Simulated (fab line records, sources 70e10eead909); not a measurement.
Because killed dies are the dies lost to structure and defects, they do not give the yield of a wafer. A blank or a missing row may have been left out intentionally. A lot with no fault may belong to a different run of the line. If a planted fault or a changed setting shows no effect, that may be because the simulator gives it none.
A struck lot beside a sound one	flow nand-harc	15 steps out of a route of 1302
Sound: wafers L312.2, L312.3, L312.6. Struck: wafers L317.1, L317.2, L317.5. Last of all comes the cause.
Per side, at each step with rows, come the tool, then ch with its chambers, and then its first start. Under that, the readings that differ: sound wafers	struck wafers	difference of the means	sigmas: that difference in standard deviations of wafers without a fault.
alike: readings whose means differ by less than 2 such deviations, and words and numbers that are the same on both sides. not compared: withheld readings, readings that some wafer has no value for, bounds like >300 that may hide the same value, and numbers for which the record gives no deviation and whose values overlap.
The two part at a step that has a row with sigmas, a row that says differs or no value, or rows on one side only. Numbers that have no deviation but don't overlap get no sigmas and don't part them. A reading missing from all wafers of one side parts the sides only when that side holds two or more wafers.

NHARC_P_M2_PRE_CLEAN_32: time 12 s.
  sound on pecvd-03 ch 1,2, day 9 23:47; struck on pecvd-03 ch 0,1,2, day 12 10:14
  alike: heater-power-outer-w, heater-power-w
NHARC_P_M2_DEP_33: deposits SiCN, target thk 30 nm.
  sound on pecvd-03 ch 1,2, day 9 23:53; struck on pecvd-03 ch 0,1,2, day 12 10:19
  alike: heater-power-outer-w, heater-power-w
NHARC_P_BONDPAD_DEP_00: deposits SiCN, target thk 250 nm.
  sound on pecvd-04 ch 0,2, day 10 00:16; struck on pecvd-01 ch 0,1,2, day 12 10:47
  alike: heater-power-outer-w, heater-power-w
NHARC_P_BONDPAD_CMP_32: polishes SiCN, target thk 200 nm.
  sound on cmp-04 ch 0,1,2, day 10 00:41; struck on cmp-01 ch 0,1, day 12 11:08
  alike: motor-current-A
NHARC_P_BONDPAD_THK_MEAS_33: measures by ellipsometry.
  sound: film-metro-02 at day 10 00:56; struck: film-metro-02 at day 12 11:23
  alike: thk-nm
then, 7 steps without rows for these wafers: NHARC_P_BONDPAD_SRD_34; NHARC_P_BONDPAD_DEHYDRATE_01 (time 120 s); NHARC_P_BONDPAD_HMDS_02 (time 30 s); NHARC_P_BONDPAD_COAT_36 (time 65 s); NHARC_P_BONDPAD_COAT_03 (resist thk 600 nm); NHARC_P_BONDPAD_SOFTBAKE_04 (time 70 s); NHARC_P_BONDPAD_EBR_05.
NHARC_P_BONDPAD_EXPOSE_06: exposes mask P BPAD.
  sound on krf-scanner-03 ch 0, day 10 01:22; struck on krf-scanner-03 ch 0, day 12 11:49
reading	sound	struck	difference	sigmas
exposure-dose-mJ-cm2	36.96 36.96 37.02	35.03 35.05 35.05	-1.94	-8
  alike: mask, focus-offset-nm
then, 2 steps without rows for these wafers: NHARC_P_BONDPAD_PEB_07 (peb time 80 s); NHARC_END_SORT_01.

## WHERE THEY PART
NHARC_P_BONDPAD_EXPOSE_06 only, going by this record.

WHY: what had been put in by the simulator
Drift in process parameters on krf-scanner-03 at NHARC_P_BONDPAD_EXPOSE_06, starting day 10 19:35. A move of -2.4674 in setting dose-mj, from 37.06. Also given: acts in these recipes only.
